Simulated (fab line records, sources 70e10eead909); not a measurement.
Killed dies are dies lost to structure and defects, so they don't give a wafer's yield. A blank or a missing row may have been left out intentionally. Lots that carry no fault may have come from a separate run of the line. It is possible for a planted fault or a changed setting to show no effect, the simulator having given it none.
A lot that was struck, set against a sound lot + flow nand_harc + 14 out of 1302 route steps
Sound: the wafers L396.3, L396.4, L396.6. The struck wafers were L386.1, L386.2, L386.4. The cause is named last.
For every step that has rows: the tool of each side, followed by ch and its chambers, followed by its first start. Under that, the readings that differ: sound wafers + struck wafers + difference of the means + sigmas: that difference in standard deviations of wafers without a fault.
alike: readings with means less than 2 such deviations apart, plus words and numbers identical on both sides. not compared: withheld readings, readings lacking a value on some wafer, bounds such as >300 that could conceal the same value, and numbers that have no deviation in the record and whose values overlap.
Wherever a step has rows on one side only, a row that says differs or no value, or a row with sigmas, the two part there. Numbers that have no deviation but don't overlap get no sigmas and don't part them. Lack of a reading on every wafer of one side parts them only where that side has two or more wafers.

first, 5 steps without rows for these wafers: NHARC_A_STAIRCASE_EBR_246; NHARC_A_STAIRCASE_EXPOSE_247 (exposes mask SDS 1); NHARC_A_STAIRCASE_PEB_248 (peb time 130 s); NHARC_A_STAIRCASE_DEVELOP_249 (time 140 s); NHARC_A_STAIRCASE_HARDBAKE_251 (time 140 s).
NHARC_A_STAIRCASE_DESCUM_252: chemistry O2, time 3 s.
  sound on rie_diel-13 ch 0,1, day 22 06:32; struck on rie_diel-12 ch 0,2,3, day 18 06:10
  alike: drypump_motor_current_A, oes_product_au, rf_vpp_V, showerhead_plenum_p_Torr, throttle_valve_pct
  not compared: rf_hours_counter_h
NHARC_A_STAIRCASE_ETCH_253: etches the open film in C4F8/O2, target depth 50 nm, time 20.2 s.
  sound on rie_diel-13 ch 0,1,2, day 22 06:39; struck on rie_diel-12 ch 0,2,3, day 18 06:16
| reading               | sound             | struck            | difference | sigmas |
|-----------------------|-------------------|-------------------|------------|--------|
| oes_product_au (a.u.) | 0.921 0.926 0.923 | 0.977 0.969 0.975 | +0.050     | +3     |
  alike: rf_vpp_V
  not compared: rf_hours_counter_h
NHARC_A_STAIRCASE_STRIP_254: strips in O2.
  sound on plasma_asher-02 ch 0,1, day 22 06:50; struck on plasma_asher-02 ch 0,1, day 18 06:21
  alike: drypump_motor_current_A, heater_power_w
  not compared: rf_hours_counter_h
then, 3 steps without rows for these wafers: NHARC_A_STAIRCASE_STRIP_255 (strips in SPM, time 900 s); NHARC_A_STAIRCASE_PRECLEAN_256 (cleans in SC1); NHARC_A_STAIRCASE_SRD_257.
NHARC_A_STAIRCASE_HM_DEP_456: deposits aC, target thk 3100 nm.
  sound on acl_dep-03 ch 0, day 22 09:57; struck on acl_dep-02 ch 0, day 18 09:54
| reading              | sound | struck               | difference                   | sigmas |
|----------------------|-------|----------------------|------------------------------|--------|
| susceptor_temp_C (C) | - - - | 400.34 400.51 400.08 | no value on the sound wafers |        |
  alike: throttle_valve_pct
NHARC_A_STAIRCASE_DEP_259: deposits SiON, target thk 30 nm.
  sound on pecvd-01 ch 0,1,2, day 22 11:15; struck on pecvd-04 ch 0,1,2, day 18 11:46
  alike: heater_power_w, susceptor_temp_C
then, 1 step without rows for these wafers: NHARC_END_SORT_01.

== WHERE THEY PART ==
Last at NHARC_A_STAIRCASE_HM_DEP_456 as far as this record goes, first at NHARC_A_STAIRCASE_ETCH_253. Later steps at which nothing parts them and some readings are alike: NHARC_A_STAIRCASE_DEP_259.

WHY: what the simulator had put in
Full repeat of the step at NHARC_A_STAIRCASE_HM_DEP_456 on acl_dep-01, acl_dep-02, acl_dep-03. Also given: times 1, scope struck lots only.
